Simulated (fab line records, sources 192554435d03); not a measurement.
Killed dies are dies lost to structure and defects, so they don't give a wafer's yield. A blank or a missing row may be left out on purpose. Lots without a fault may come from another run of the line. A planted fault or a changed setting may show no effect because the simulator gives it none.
Split-lot experiment | flow n5_finfet | 7 lots, 21 wafers read, on a route of 1938 steps

THE SPLIT
At N5_FIN_SAQP_SPACER1_ALD_24 (deposits SiO2, target thk 20.3 nm, pulse time 1 s, purge time 2 s), the setting temp_c was moved away from the recipe's 300 C on 7 of the 21 wafers read, by -3.9% to +3.0%. The other wafers ran this setting at the recipe's value.

FROM THE SPLIT TO THE READING: what the file shows between them, 1 step
- N5_FIN_SAQP_SPACER1_ETCHBACK_25: etches SiO2 in CHF3/O2, target depth 24.4 nm, time 12.2 s

THE READING
FIN_SAQP.cd_nm (the simulator's own value, which no gauge read), in nm, at N5_FIN_SAQP_MANDREL1_REMOVE_56 (chemistry HBr/Cl2/O2, target a-Si, stops on SiNx, bt time 10 s). The file gives no usual value for it. The 14 wafers here that ran the recipe average 20.3 nm, standard deviation 0.09 nm.

wafer  | tool, chamber at the split | temp_c as run, C | against the recipe | FIN_SAQP.cd_nm, nm | against lot-mates on the recipe
L074.3 | ald_sin-04, 2,3            | 300              | recipe             | 20.2               | -
L074.4 | ald_sin-04, 1              | 300              | recipe             | 20.2               | -
L074.6 | ald_sin-04, 2,3            | 300              | recipe             | 20.2               | -
L078.1 | ald_sin-04, 2              | 300              | recipe             | 20.2               | -
L078.3 | ald_sin-04, 3,1            | 309              | +3.0%              | 20                 | -0.2
L078.4 | ald_sin-04, 3,1            | 309              | +3.0%              | 20                 | -0.2
L080.1 | ald_sin-03, 1              | 288.4            | -3.9%              | 21.2               | +0.9
L080.3 | ald_sin-03, 3,0            | 300              | recipe             | 20.4               | -
L080.5 | ald_sin-03, 3,0            | 300              | recipe             | 20.2               | -
L082.1 | ald_sin-04, 0              | 290              | -3.3%              | 21                 | +0.7
L082.3 | ald_sin-04, 3              | 300              | recipe             | 20.2               | -
L082.6 | ald_sin-04, 2              | 300              | recipe             | 20.4               | -
L086.1 | ald_sin-03, 0,2            | 288.5            | -3.8%              | 21                 | no lot-mate on the recipe
L086.3 | ald_sin-03, 1              | 288.5            | -3.8%              | 21                 | no lot-mate on the recipe
L086.2 | ald_sin-03, 0,2            | 288.5            | -3.8%              | 21.2               | no lot-mate on the recipe
L090.3 | ald_sin-04, 3              | 300              | recipe             | 20.2               | -
L090.4 | ald_sin-04, 1              | 300              | recipe             | 20.2               | -
L090.6 | ald_sin-04, 3              | 300              | recipe             | 20.2               | -
L097.1 | ald_sin-03, 0,3            | 300              | recipe             | 20.4               | -
L097.2 | ald_sin-03, 0,3            | 300              | recipe             | 20.4               | -
L097.3 | ald_sin-03, 1              | 300              | recipe             | 20.2               | -
Where a row lists several chambers, the file gives one row for several wafers and doesn't say which wafer went through which chamber.

THE FIT
A straight line over all 21 wafers: FIN_SAQP.cd_nm changes by -0.184 nm for each +1% of temp_c; r = -0.94; the points scatter about the line by 0.13 nm.
The same after taking each lot's own level away (the mean of its wafers on the recipe; 18 wafers): -0.158 nm for each +1%; r = -0.89; scatter 0.13 nm.
On that fit, the largest move of temp_c shifts the reading by 0.61 nm.
The lots' own levels span 20.20 to 20.33 nm, that is 1.5 times the standard deviation above.
So the lot-to-lot level changes the slope: the two fits differ.
Check: with one of the wafers moved furthest among these (-3.9%) left out of the fit, the line predicts +0.52 nm for it against its lot-mates. It came out at +0.9 nm against them.

OTHER SPLITS ON THESE WAFERS
These wafers also went through other splits before the reading. Each is held against what the fit with the lots' levels taken away leaves over:
other split on the same wafers        | wafers away from the commonest value | r with FIN_SAQP.cd_nm (lot level and that fit taken away)
N5_FIN_SAQP_PEB_14 peb_time_s         | 9                                    | +0.42
N5_FIN_SAQP_DEVELOP_15 develop_time_s | 10                                   | +0.24

THE WHOLE CHAIN: every reading that the file lists as answering this split, in the file's order
step                           | what it does                                                      | reading                                                                                 | change (the file's fit)               | r (the file's)
N5_FIN_SAQP_SPACER1_ALD_24     | deposits SiO2, target thk 20.3 nm, pulse time 1 s, purge time 2 s | SiO2_of_FIN_SAQP_SPACER1_ALD_24.thk_nm (the simulator's own value, which no gauge read) | -0.172 nm for each +1% of the setting | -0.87
N5_FIN_SAQP_MANDREL1_REMOVE_56 | chemistry HBr/Cl2/O2, target a-Si, stops on SiNx, bt time 10 s    | FIN_SAQP.cd_nm (the simulator's own value, which no gauge read)                         | -0.183 nm for each +1% of the setting | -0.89

THE FILE'S OWN FIT
FIN_SAQP.cd_nm changes by -0.183 nm for each +1% of temp_c, r = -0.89.
